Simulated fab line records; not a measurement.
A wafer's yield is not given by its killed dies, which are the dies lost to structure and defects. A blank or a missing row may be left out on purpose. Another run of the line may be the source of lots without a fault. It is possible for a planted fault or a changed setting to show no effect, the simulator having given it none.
fab line records	flow n5-finfet
record lots=5	wafers=15	last-day=18
route steps=1938 shown SDB@374 DUMMY_REMOVAL@377 HKMG_FIN@385
lots with no fault: from the same line, run without faults
start-h: start of the lot's first displayed wafer, in hours after the record's first day	wait-h: how many hours have passed since the lot's step before this one	" repeats the value in the row above	L1.1+2: a single row standing in for several wafers	- no value, or no start given	* or withheld: withheld	< > ~ a bound
route shown NAME@n: names a module that has steps shown in the file, with the first one's number in the route	usual: mean/standard deviation of fault-free wafers	same: alike in all rows	chamber/n: place in a boat	sites: readings site by site	_std_site: how widely they spread, as a standard deviation	_edge_site: inner sites' mean taken away from outer sites' mean	radius-mm: how far each site lies from the wafer's centre	mask NAME#n: copy n	behind: the most recent tool/chamber to have shaped the wafer	hold: why the lot went on hold/how many hours it stayed there/how the hold came to an end	device: transistor that didn't switch, given as n, p or np	end of line: tests run on the same wafers once the route is complete	where a step has no rows: the recipe by itself	killed: count of dies lost to structure and defects at first sort (not the wafer's yield)	map: shows each die of a wafer: x if killed, . if not, _ if none is there
set.NAME: setting as actually run; set.NAME@STEP: the setting as run at that earlier step	model.NAME: the simulator's own value behind a step, which no gauge read
lots at selected steps of the route; one table per step, one row per wafer
services: a tool's chamber out of use, with start hour (start-h, from the record's first day; less than 0 if before it), hours out, and reason
## steps
# step N5_SDB_CMP_30
# recipe stop-on=poly-Si	t-overpolish-s=1.54	post-cmp-clean=alkaline-brush	down-force-psi=4.1491	platen-rpm=51.796	pad-velocity-m-s=1.0306	target-thk-nm=30
# step N5_SDB_THK_MEAS_31
# recipe reads=a-Si_of_DUMMY_GATE_CVD_03
# usual SDB_THK=64.7/1.2
lot.wafer	tool	chamber	start-h	wait-h	SDB_THK[nm]
L187.2	film-metro-02	-	73.30	-	64.9
L187.4	"	-	"	"	63.6
L187.6	"	-	"	"	64.2
L190.2	film-metro-02	-	87.43	-	65.2
L190.3	"	-	"	"	63.8
L190.5	"	-	"	"	64.4
L200.1	film-metro-01	-	152.07	-	64.5
L200.4	"	-	"	"	65.3
L200.5	"	-	"	"	64.6
L206.1	film-metro-01	-	186.08	-	65.7
L206.5	"	-	"	"	65.6
L206.6	"	-	"	"	63.8
L209.3	film-metro-02	-	203.01	-	65.9
L209.4	"	-	"	"	64.3
L209.6	"	-	"	"	65.9
# step N5_SDB_INSPECT_36
# recipe inspect-instrument=darkfield	mode=post-cmp
# usual raw-defect-count=37/17
lot.wafer	tool	chamber	start-h	wait-h	raw-defect-count
L187.2	defect-inspect-01	-	73.32	0.0	23
L187.4	"	-	"	"	19
L187.6	"	-	"	"	29
L190.2	defect-inspect-02	-	87.45	0.0	103
L190.3	"	-	"	"	36
L190.5	"	-	"	"	45
L200.1	defect-inspect-01	-	152.11	0.0	46
L200.4	"	-	"	"	56
L200.5	"	-	"	"	46
L206.1	defect-inspect-01	-	186.10	0.0	20
L206.5	"	-	"	"	50
L206.6	"	-	"	"	49
L209.3	defect-inspect-02	-	203.04	0.0	31
L209.4	"	-	"	"	53
L209.6	"	-	"	"	27
# step N5_DUMMY_REMOVAL_HM_STRIP_01
# recipe chemistry=CH3F/O2	material=SiNx	target-depth-a=40	stop-on=poly-Si	time-s=6.8	over-etch-frac=0.3	ion-energy-ev=60	power-w=410	bias-w=29	Ar_flow_sccm=150	CH3F_flow_sccm=30	O2_flow_sccm=20
# usual drypump-motor-current-A=5.5/0.52	oes-product-au=0.64/0.064	rf-vpp-V=127.6/1	showerhead-plenum-p-Torr=2.02/0.075	throttle-valve-pct=16.40/0.24
lot.wafer	tool	chamber	start-h	wait-h	drypump-motor-current-A	oes-product-au	rf-hours-counter-h	rf-vpp-V	showerhead-plenum-p-Torr	throttle-valve-pct
L187.2	rie-diel-04	3	73.36	0.0	4.9	0.63	139	127.6	2.08	16.41
L187.4	"	0	"	"	5.3	0.62	-	127.4	2.01	16.04
L187.6	"	3	"	"	4.9	0.63	-	128.8	2.08	16.40
L190.2	rie-diel-03	3	87.49	0.0	6.3	0.57	230	127.7	1.99	16.93
L190.3	"	1	"	"	6.0	0.61	129	126.9	2.00	16.43
L190.5	"	0	"	"	4.9	0.64	-	126.7	1.92	16.56
L200.1	rie-diel-05	1	152.14	0.0	5.6	0.69	48	129.2	2.13	16.47
L200.4	"	2	"	"	5.0	0.78	6	128.3	2.13	16.31
L200.5	"	3	"	"	6.1	0.74	-	128.3	1.96	15.95
L206.1	rie-diel-03	0	186.24	0.1	4.9	0.62	160	126.5	1.91	16.63
L206.5	"	1	"	"	6.0	0.60	-	127.8	1.99	16.52
L206.6	"	0	"	"	4.9	0.62	-	126.7	1.91	16.62
L209.3	rie-diel-03	2	203.15	0.1	6.1	0.56	245	128.5	2.05	16.45
L209.4	"	1	"	"	6.0	0.59	-	128.8	1.99	16.52
L209.6	"	3	"	"	6.3	0.77	-	127.7	1.98	16.51
# step N5_DUMMY_REMOVAL_STRIP_10
# recipe chemistry=N2/H2	time-s=40	power-w=100	temp-c=40	pressure-mtorr=100	rf-frequency-hz=6e+07	bias-power-w=3	n2-flow-sccm=300	h2-flow-sccm=300
# step N5_DUMMY_REMOVAL_PRECLEAN_07
# recipe chemistry=dHF	time-s=30	temp-c=25	dilution=withheld
# step N5_DUMMY_REMOVAL_DUMMY_REMOVE_02
# recipe chemistry=TMAH	temp-c=70	target=poly-Si	stop-on=SiO2	target-depth-nm=142	conc-wt-pct=5	time-s=57	dry=ipa-marangoni	rinse-time-s=30	rinse-temp-c=23
# step N5_DUMMY_REMOVAL_INSPECT_06
# recipe inspect-instrument=brightfield	mode=aei
# usual raw-defect-count=12/5.6
lot.wafer	tool	chamber	start-h	wait-h	raw-defect-count
L187.2	defect-inspect-01	-	73.56	0.0	12
L187.4	"	-	"	"	11
L187.6	"	-	"	"	22
L190.2	defect-inspect-01	-	87.68	0.0	8
L190.3	"	-	"	"	14
L190.5	"	-	"	"	12
L200.1	defect-inspect-02	-	152.34	0.0	12
L200.4	"	-	"	"	18
L200.5	"	-	"	"	6
L206.1	defect-inspect-02	-	186.44	0.0	8
L206.5	"	-	"	"	18
L206.6	"	-	"	"	16
L209.3	defect-inspect-01	-	203.36	0.0	16
L209.4	"	-	"	"	18
L209.6	"	-	"	"	16
# step N5_DUMMY_REMOVAL_PRECLEAN_08
# recipe chemistry=NF3:NH3	afs-cycles=2	temp-c=30	time-s=20	sublimation-temp-c=180	sublimation-time-s=60	pressure-torr=3	rf-power-w=30
# step N5_DUMMY_REMOVAL_PRECLEAN_04
# recipe chemistry=DHF	time-s=37	temp-c=25	dilution=500:1
# step N5_DUMMY_REMOVAL_SRD_05
# recipe dry=ipa-marangoni	do-ppb=5	time-s=30	temp-c=23	rinse-liquid=diw
# step N5_HKMG_FIN_IL_REGROW_00
# recipe material=SiO2	target-thk-a=7.5	chemistry=O3	temp-c=withheld	time-s=30
# step N5_HKMG_FIN_HK_ALD_01
# recipe material=HfO2	target-thk-a=16	temp-c=withheld	ald-precursor-family=HfCl4	ald-co-reactant=H2O	pulse-time-s=3	purge-time-s=3	co-reactant-purge-time-s=2.5	co-reactant-pulse-time-s=0.3	ald-cycles=30
# usual ald-cycles=30/0	precursor-pulse-height-rel=0.999/0.02
lot.wafer	tool	chamber	start-h	wait-h	ald-cycles	precursor-pulse-height-rel	model.HfO2_of_HKMG_FIN_HK_ALD_01.thk-nm
L187.2	ald-hk-03	1	73.91	0.0	30	1.048	1.6
L187.4	"	3	"	"	30	0.978	1.6
L187.6	"	1	"	"	30	0.961	1.6
L190.2	ald-hk-01	2	88.04	0.0	30	0.997	1.6
L190.3	"	1	"	"	30	0.998	1.6
L190.5	"	0	"	"	30	1.026	1.6
L200.1	ald-hk-01	3	152.70	0.0	30	1.007	1.6
L200.4	"	2	"	"	13	1.000	0.6
L200.5	"	3	"	"	30	1.015	1.6
L206.1	ald-hk-02	2	186.80	0.0	30	0.974	1.6
L206.5	"	2	"	"	30	0.988	1.6
L206.6	"	1	"	"	30	1.019	1.6
L209.3	ald-hk-02	1	203.76	0.1	30	1.004	1.6
L209.4	"	2	"	"	30	1.004	1.6
L209.6	"	3	"	"	30	0.973	1.6
# step N5_HKMG_FIN_HK_ANNEAL_02
# recipe temp-c=700	time-s=30	ambient=N2	idle-temp-c=600	ramp-up-c-per-s=150	ramp-down-c-per-s=60	cool-to-c=600
# step N5_HKMG_FIN_ALD_74
# recipe material=La2O3	target-thk-a=5	temp-c=250	ald-precursor-family=La-Cp	ald-co-reactant=O3	pulse-time-s=6	co-reactant-pulse-time-s=1	purge-time-s=3	co-reactant-purge-time-s=3
# usual heater-power-w=364/45	precursor-pulse-height-rel=0.998/0.02
lot.wafer	tool	chamber	start-h	wait-h	heater-power-w	precursor-pulse-height-rel
L187.2	ald-hk-01	0	74.45	0.2	309	0.981
L187.4	"	2	"	"	377	1.020
L187.6	"	2	"	"	371	1.022
L190.2	ald-hk-03	3	88.44	0.2	381	1.027
L190.3	"	2	"	"	398	0.989
L190.5	"	2	"	"	377	0.981
L200.1	ald-hk-03	1	153.19	0.2	432	0.981
L200.4	"	0	"	"	394	0.958
L200.5	"	3	"	"	384	1.004
L206.1	ald-hk-01	2	187.22	0.2	379	0.961
L206.5	"	2	"	"	362	1.042
L206.6	"	1	"	"	301	0.997
L209.3	ald-hk-01	2	204.31	0.1	372	0.991
L209.4	"	3	"	"	291	1.021
L209.6	"	2	"	"	361	1.003
# step N5_HKMG_FIN_ALD_75
# recipe material=Al2O3	target-thk-a=10	temp-c=150	ald-precursor-family=TMA	ald-co-reactant=H2O	pulse-time-s=withheld	co-reactant-pulse-time-s=1
# step N5_HKMG_FIN_COAT_41
# recipe resist=SOC	temp-c=250	time-s=60	spin-rpm=1500	resist-thk-nm=300
# step N5_HKMG_FIN_COAT_42
# recipe resist=SiARC	temp-c=220	time-s=60	spin-rpm=1500	resist-thk-nm=35
# step N5_HKMG_FIN_COAT_43
# recipe resist=CAR-ArF	spin-rpm=1500	resist-thk-nm=90
# step N5_HKMG_FIN_EBR_45
# recipe solvent=PGMEA	ebr-width-mm=1.5
# step N5_HKMG_FIN_SOFTBAKE_44
# recipe temp-c=110	time-s=60	resist=CAR-ArF
# step N5_HKMG_FIN_EXPOSE_46
# recipe mask-id=NDIPOLE	na=1.35	source-shape=conventional	sigma-outer=0.8	polarization=unpolarized	dose-mj=40
# step N5_HKMG_FIN_PEB_47
# recipe peb-temp-c=withheld	peb-time-s=60	resist=CAR-ArF
# step N5_HKMG_FIN_DEVELOP_48
# recipe develop-time-s=30	developer=TMAH	resist=CAR-ArF	rinse-liquid=diw	dry=air-spin	dev-temp-c=23
# step N5_HKMG_FIN_CD_MEAS_49
# recipe target-cd-nm=202	landing-energy-ev=500	detector=se-inlens	polarity=opening
# usual cd-nm=202.2/0.66
lot.wafer	tool	chamber	start-h	wait-h	cd-nm
L187.2	cd-sem-02	0	75.00	-	202.3
L187.4	"	0	"	"	201.8
L187.6	"	0	"	"	202.8
L190.2	cd-sem-03	0	88.99	-	202.6
L190.3	"	0	"	"	202.8
L190.5	"	0	"	"	201.8
L200.1	cd-sem-01	0	153.62	-	200.9
L200.4	"	0	"	"	201.0
L200.5	"	0	"	"	201.7
L206.1	cd-sem-03	0	187.76	-	202.0
L206.5	"	0	"	"	201.3
L206.6	"	0	"	"	202.2
L209.3	cd-sem-03	0	204.74	-	201.7
L209.4	"	0	"	"	201.3
L209.6	"	0	"	"	202.8
# step N5_HKMG_FIN_OVL_MEAS_50
# recipe points-per-wafer=44
# usual NDIPOLE_OVL=0.4/0.74
lot.wafer	tool	chamber	start-h	wait-h	NDIPOLE_OVL[nm]
L187.2	overlay-02	0	75.03	0.0	0.6
L187.4	"	0	"	"	1.5
L187.6	"	0	"	"	1.2
L190.2	overlay-02	0	89.02	0.0	-0.3
L190.3	"	0	"	"	0.4
L190.5	"	0	"	"	0.6
L200.1	overlay-02	0	153.65	0.0	0.5
L200.4	"	0	"	"	1.6
L200.5	"	0	"	"	0.1
L206.1	overlay-02	0	187.79	0.0	0.4
L206.5	"	0	"	"	0.5
L206.6	"	0	"	"	0.5
L209.3	overlay-01	0	204.76	0.0	-0.4
L209.4	"	0	"	"	0.0
L209.6	"	0	"	"	0.1
# step N5_HKMG_FIN_INSPECT_61
# recipe mode=adi	inspect-instrument=macro
# usual raw-defect-count=1.9/1.3
lot.wafer	tool	chamber	start-h	wait-h	raw-defect-count
L187.2	defect-inspect-01	-	75.05	0.0	4
L187.4	"	-	"	"	1
L187.6	"	-	"	"	3
L190.2	defect-inspect-01	-	89.04	0.0	0
L190.3	"	-	"	"	4
L190.5	"	-	"	"	1
L200.1	defect-inspect-02	-	153.67	0.0	3
L200.4	"	-	"	"	2
L200.5	"	-	"	"	0
L206.1	defect-inspect-01	-	187.82	0.0	1
L206.5	"	-	"	"	2
L206.6	"	-	"	"	1
L209.3	defect-inspect-01	-	204.79	0.0	1
L209.4	"	-	"	"	1
L209.6	"	-	"	"	0
# step N5_HKMG_FIN_DESCUM_53
# recipe chemistry=O2	time-s=7.9	source-power-w=50	bias-power-w=20	pressure-mtorr=20	rf-frequency-hz=2.712e+07	temp-c=40	resist=CAR-ArF	o2-flow-sccm=225
# usual drypump-motor-current-A=5.5/0.39	oes-product-au=0.76/0.057	rf-vpp-V=243.2/1.4	showerhead-plenum-p-Torr=2.09/0.075	throttle-valve-pct=20.57/0.27
lot.wafer	tool	chamber	start-h	wait-h	drypump-motor-current-A	oes-product-au	rf-hours-counter-h	rf-vpp-V	showerhead-plenum-p-Torr	throttle-valve-pct
L187.2	rie-diel-02	2	75.28	0.2	5.3	0.74	168	242.9	2.00	20.88
L187.4	"	0	"	"	6.1	0.82	118	243.9	2.02	20.21
L187.6	"	0	"	"	6.2	0.81	-	240.7	2.02	20.22
L190.2	rie-diel-02	0	89.07	0.0	6.1	0.79	124	243.4	2.01	20.22
L190.3	"	2	"	"	5.3	0.73	174	241.4	2.00	20.88
L190.5	"	2	"	"	5.3	0.73	-	241.8	2.00	20.87
L200.1	rie-diel-06	2	153.96	0.3	5.1	0.71	189	243.2	2.15	20.37
L200.4	"	2	"	"	5.1	0.70	-	244.2	2.15	20.40
L200.5	"	0	"	"	5.2	0.72	-	245.6	2.19	20.92
L206.1	rie-diel-06	0	187.85	0.0	5.2	0.70	207	244.6	2.18	20.96
L206.5	"	0	"	"	5.2	0.71	-	244.9	2.18	20.94
L206.6	"	2	"	"	5.1	0.69	-	242.1	2.14	20.40
L209.3	rie-diel-01	3	204.82	0.0	5.7	0.74	195	244.2	2.07	20.59
L209.4	"	0	"	"	5.8	0.83	80	243.0	2.11	20.52
L209.6	"	2	"	"	5.7	0.80	-	244.0	2.11	20.61
# step N5_HKMG_FIN_ETCH_54
# recipe chemistry=CF4	target=SiARC	target-depth-a=455	mask-material=CAR-ArF	time-s=75.8	ion-energy-ev=80	pressure-mtorr=40	source-w=545	bias-w=36	Ar_flow_sccm=100	cf4-flow-sccm=100	ends=cleared
# step N5_HKMG_FIN_ETCH_55
# recipe chemistry=N2/H2	target=SOC	target-depth-a=2400	temp-c=40	time-s=300	ion-energy-ev=200	mask-material=SiARC	pressure-mtorr=30	source-w=840	bias-w=150	n2-flow-sccm=200	h2-flow-sccm=200
# usual drypump-motor-current-A=5.5/0.39	oes-product-au=0.76/0.055	rf-vpp-V=523.7/2.6	showerhead-plenum-p-Torr=2.54/0.087	throttle-valve-pct=17.99/0.23
lot.wafer	tool	chamber	start-h	wait-h	drypump-motor-current-A	oes-product-au	rf-hours-counter-h	rf-vpp-V	showerhead-plenum-p-Torr	throttle-valve-pct
L187.2	rie-diel-02	2	75.37	0.0	5.3	0.75	168	521.1	2.42	18.21
L187.4	"	0	"	"	6.2	0.80	118	520.9	2.45	17.72
L187.6	"	0	"	"	6.2	0.81	-	520.5	2.45	17.70
L190.2	rie-diel-02	0	89.16	0.0	6.2	0.79	124	522.1	2.45	17.70
L190.3	"	2	"	"	5.3	0.73	174	519.9	2.41	18.21
L190.5	"	2	"	"	5.3	0.74	-	521.8	2.41	18.23
L200.1	rie-diel-06	2	154.05	0.0	5.1	0.70	189	526.0	2.63	17.89
L200.4	"	2	"	"	5.1	0.70	-	525.6	2.63	17.88
L200.5	"	0	"	"	5.2	0.71	-	527.1	2.62	18.08
L206.1	rie-diel-06	0	187.94	0.0	5.2	0.71	207	526.4	2.62	18.09
L206.5	"	0	"	"	5.2	0.71	-	525.0	2.62	18.09
L206.6	"	2	"	"	5.1	0.69	-	526.1	2.62	17.92
L209.3	rie-diel-01	3	204.91	0.0	5.7	0.75	195	524.5	2.52	18.01
L209.4	"	0	"	"	5.8	0.81	80	524.5	2.57	17.92
L209.6	"	2	"	"	5.7	0.79	-	525.1	2.56	18.07
# step N5_HKMG_FIN_STRIP_56
# recipe chemistry=N2/H2	temp-c=40	n2-flow-sccm=200	h2-flow-sccm=200	rf-frequency-hz=6e+07
# step N5_HKMG_FIN_STRIP_57
# recipe chemistry=CF4	resist=SiARC	power-w=300	bias-power-w=75	pressure-mtorr=50	cf4-flow-sccm=150	rf-frequency-hz=6e+07
# step N5_HKMG_FIN_ETCH_58
# recipe chemistry=N2/H2	target=SOC	target-depth-a=2158	ion-energy-ev=50	bias-w=13	time-s=741	pressure-mtorr=30	source-w=875	n2-flow-sccm=200	h2-flow-sccm=200
# step N5_HKMG_FIN_STRIP_93
# recipe chemistry=N2/H2	material=SOC	time-s=20	power-w=500	temp-c=40	pressure-mtorr=50	rf-frequency-hz=6e+07	bias-power-w=8	h2-frac=0.5	n2-flow-sccm=300	h2-flow-sccm=300
# step N5_HKMG_FIN_WET_ETCH_76
# recipe chemistry=dNH4OH	mix=1:50	temp-c=25	target=Al2O3	stop-on=La2O3	target-depth-nm=2.25	dry=ipa-marangoni	rinse-time-s=30	rinse-temp-c=23
# step N5_HKMG_FIN_STRIP_60
# recipe chemistry=N2/H2	power-w=2500	temp-c=300	h2-frac=0.65	time-s=360	pressure-mtorr=withheld	n2-flow-sccm=1750	h2-flow-sccm=3250
# step N5_HKMG_FIN_WET_ETCH_77
# recipe chemistry=dHCl	mix=1:10000	temp-c=25	target=La2O3	stop-on=HfO2	target-depth-nm=2
# step N5_HKMG_FIN_WET_ETCH_78
# recipe chemistry=dNH4OH	mix=1:50	temp-c=25	target=Al2O3	stop-on=La2O3	target-depth-nm=4.5	dry=ipa-marangoni	rinse-time-s=30	rinse-temp-c=23
# step N5_HKMG_FIN_ALD_79
# recipe material=TiN	target-thk-a=15	temp-c=400	ald-precursor-family=TiCl4	ald-co-reactant=NH3	pulse-time-s=1	purge-time-s=3	co-reactant-purge-time-s=2	co-reactant-pulse-time-s=2	ald-cycles=68	pressure-torr=3
# step N5_HKMG_FIN_CVD_62
# recipe material=a-Si	target-thk-a=30	temp-c=500	precursor=Si2H6	pressure-torr=1	time-s=20.8
# usual heater-power-w=1469/200
lot.wafer	tool	chamber	start-h	wait-h	heater-power-w
L187.2	thermal-cvd-si-01	1	77.02	0.2	1434
L187.4	"	0	"	"	1431
L187.6	"	1	"	"	1463
L190.2	thermal-cvd-si-02	0	90.80	0.2	1160
L190.3	"	1	"	"	1290
L190.5	"	2	"	"	1652
L200.1	thermal-cvd-si-01	2	155.70	0.2	1797
L200.4	"	2	"	"	1827
L200.5	"	1	"	"	1443
L206.1	thermal-cvd-si-01	1	189.59	0.2	1387
L206.5	"	1	"	"	1439
L206.6	"	0	"	"	1410
L209.3	thermal-cvd-si-02	0	206.55	0.2	1202
L209.4	"	2	"	"	1627
L209.6	"	1	"	"	1310
# step N5_HKMG_FIN_RTA_80
# recipe temp-c=withheld	time-s=2	ambient=N2	idle-temp-c=600	ramp-up-c-per-s=150	ramp-down-c-per-s=60	cool-to-c=600
# step N5_HKMG_FIN_PRECLEAN_64
# recipe chemistry=dHF	time-s=30	temp-c=25	dilution=withheld
# step N5_HKMG_FIN_THK_MEAS_70
# recipe thk-meas-gauge=xrf	reads=HfO2_of_HKMG_FIN_HK_ALD_01
# usual HK_THK=1.613/0.019
lot.wafer	tool	chamber	start-h	wait-h	HK_THK[nm]
L187.2	film-metro-02	-	77.70	0.2	1.576
L187.4	"	-	"	"	1.582
L187.6	"	-	"	"	1.606
L190.2	film-metro-01	-	91.49	0.2	1.621
L190.3	"	-	"	"	1.607
L190.5	"	-	"	"	1.624
L200.1	film-metro-01	-	156.53	0.2	1.603
L200.4	"	-	"	"	0.688
L200.5	"	-	"	"	1.598
L206.1	film-metro-01	-	190.27	0.2	1.618
L206.5	"	-	"	"	1.608
L206.6	"	-	"	"	1.600
L209.3	film-metro-02	-	207.24	0.2	1.579
L209.4	"	-	"	"	1.610
L209.6	"	-	"	"	1.597
## services
tool	chamber	start-h	hours	kind
thermal-cvd-si-01	-	60.64	0.9	repair
rie-diel-03	1	70.57	13.5	repair
rie-diel-04	2	71.52	4.8	repair
thermal-cvd-si-02	1	80.10	6.7	repair
rie-diel-01	2	84.59	4.7	repair
rie-diel-02	0	92.12	4.1	repair
rie-diel-06	3	93.50	2.2	repair
rie-diel-05	2	111.70	7.9	repair
rie-diel-06	1	144.17	-	clean
rie-diel-05	-	147.63	0.9	repair
rie-diel-03	0	154.99	7.7	repair
thermal-cvd-si-02	-	155.36	0.9	repair
ald-hk-02	-	159.25	1.0	repair
ald-hk-02	-	172.69	0.7	repair
rie-diel-02	2	173.19	5.9	repair
rie-diel-04	-	174.46	15.6	pm
rie-diel-06	1	176.21	35.1	repair
rie-diel-05	2	179.59	5.7	repair
rie-diel-02	-	182.74	0.5	repair
rie-diel-05	1	184.83	6.6	repair
rie-diel-02	2	192.53	6.0	repair
thermal-cvd-si-02	-	194.84	1.1	repair
rie-diel-03	0	196.77	6.4	repair
rie-diel-04	3	200.90	12.8	repair
## key
first-sign step=N5_HKMG_FIN_HK_ALD_01	reading=ald-cycles	direction=down	sigmas=99+	usual=*	struck=*
effect step=N5_HKMG_FIN_THK_MEAS_70	reading=HK_THK	direction=down	sigmas=48	usual=1.613	struck=0.688
model-effect step=N5_HKMG_FIN_HK_ALD_01	value=HfO2_of_HKMG_FIN_HK_ALD_01.thk-nm	without=1.6	struck=0.6
met-at N5_HKMG_FIN_HK_ALD_01
struck-wafers L200.4
tester-left-out L200
onset-between 88.04 152.70
fault kind=process-parameter-drift	tool=ald-hk-01	chamber=-	onset-h=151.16	steps=N5_HKMG_FIN_HK_ALD_01	channel=ald-cycles	offset=*	shape=step	end-h=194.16	scope=struck-wafers-only	acts-in=*	stated=*
# tester-left-out: of these lots the tester's yield and bins aren't shown, on N5 and GAA mostly nor the transistor test; their killed dies are dies lost to structure and defects alone, not to doping, threshold or leakage, so they don't give the yield
